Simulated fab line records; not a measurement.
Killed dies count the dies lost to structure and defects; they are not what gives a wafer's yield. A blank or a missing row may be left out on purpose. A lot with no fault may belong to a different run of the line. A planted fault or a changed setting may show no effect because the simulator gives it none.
Matching of chambers :: flow n5 finfet :: 4 sister chambers for N5_MIM_TOP_ALD_00 on ald hk-01
The step deposits Al2O3, purge time 3 s, co reactant pulse time 3 s. 18 wafers are shown with their chamber, then 9 later ones without.

== WAFERS, EACH WITH ITS CHAMBER ==
wafer: L076.3
chamber: 2
precursor pulse height rel: 1.061

wafer: L076.5
chamber: 0
precursor pulse height rel: 1.032

wafer: L076.6
chamber: 1
precursor pulse height rel: 1.014

wafer: L077.2
chamber: 0
precursor pulse height rel: 1.016

wafer: L077.4
chamber: 3
precursor pulse height rel: 1.007

wafer: L077.5
chamber: 0
precursor pulse height rel: 1.029

wafer: L081.3
chamber: 1
precursor pulse height rel: 1.043

wafer: L081.5
chamber: 3
precursor pulse height rel: 1.018

wafer: L081.6
chamber: 0
precursor pulse height rel: 0.996

wafer: L084.3
chamber: 0
precursor pulse height rel: 1.020

wafer: L084.4
chamber: 1
precursor pulse height rel: 0.991

wafer: L084.5
chamber: 3
precursor pulse height rel: 1.048

wafer: L088.2
chamber: 2
precursor pulse height rel: 0.953

wafer: L088.4
chamber: 3
precursor pulse height rel: 0.996

wafer: L088.5
chamber: 3
precursor pulse height rel: 0.965

wafer: L089.4
chamber: 0
precursor pulse height rel: 1.002

wafer: L089.5
chamber: 0
precursor pulse height rel: 1.014

wafer: L089.6
chamber: 3
precursor pulse height rel: 0.981

SIGNATURES, as means of the wafers listed above
reading: precursor pulse height rel
chamber 0: 1.01557
chamber 1: 1.01600
chamber 2: 1.00700
chamber 3: 1.00250
scatter within a chamber: 0.0298
Rule: for a wafer and a chamber, the distance is found by dividing, reading by reading, the gap between the wafer's reading and the chamber's mean by the reading's scatter, squaring, summing and taking the root. If the next closest chamber is less than 2 further off than the closest, the wafer can't be placed; otherwise it belongs to the closest. The scatter: take each reading less its chamber's mean, square it, sum over the shown wafers, divide by the number of wafers less the number of chambers, and take the root.

== WAFERS WITHOUT THEIR CHAMBER ==
wafer: L094.1
precursor pulse height rel: 1.015

wafer: L094.5
precursor pulse height rel: 1.006

wafer: L094.6
precursor pulse height rel: 1.021

wafer: L092.2
precursor pulse height rel: 1.006

wafer: L092.3
precursor pulse height rel: 1.004

wafer: L092.6
precursor pulse height rel: 0.992

wafer: L095.1
precursor pulse height rel: 0.958

wafer: L095.4
precursor pulse height rel: 0.962

wafer: L095.5
precursor pulse height rel: 0.988

== EACH ONE'S CHAMBER ==
wafer: L094.1
from the rows above: can't be placed: 0 or 1 or 2 or 3
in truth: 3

wafer: L094.5
from the rows above: can't be placed: 2 or 3 or 0 or 1
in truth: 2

wafer: L094.6
from the rows above: can't be placed: 1 or 0 or 2 or 3
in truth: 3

wafer: L092.2
from the rows above: can't be placed: 2 or 3 or 0 or 1
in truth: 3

wafer: L092.3
from the rows above: can't be placed: 3 or 2 or 0 or 1
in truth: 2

wafer: L092.6
from the rows above: can't be placed: 3 or 2 or 0 or 1
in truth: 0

wafer: L095.1
from the rows above: can't be placed: 3 or 2 or 0 or 1
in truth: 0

wafer: L095.4
from the rows above: can't be placed: 3 or 2 or 0 or 1
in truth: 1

wafer: L095.5
from the rows above: can't be placed: 3 or 2 or 0 or 1
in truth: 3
Placed correctly: 0 of 9. Not placeable from these rows: 9 (in 9, the candidates include the true chamber). 0 placed wrongly.
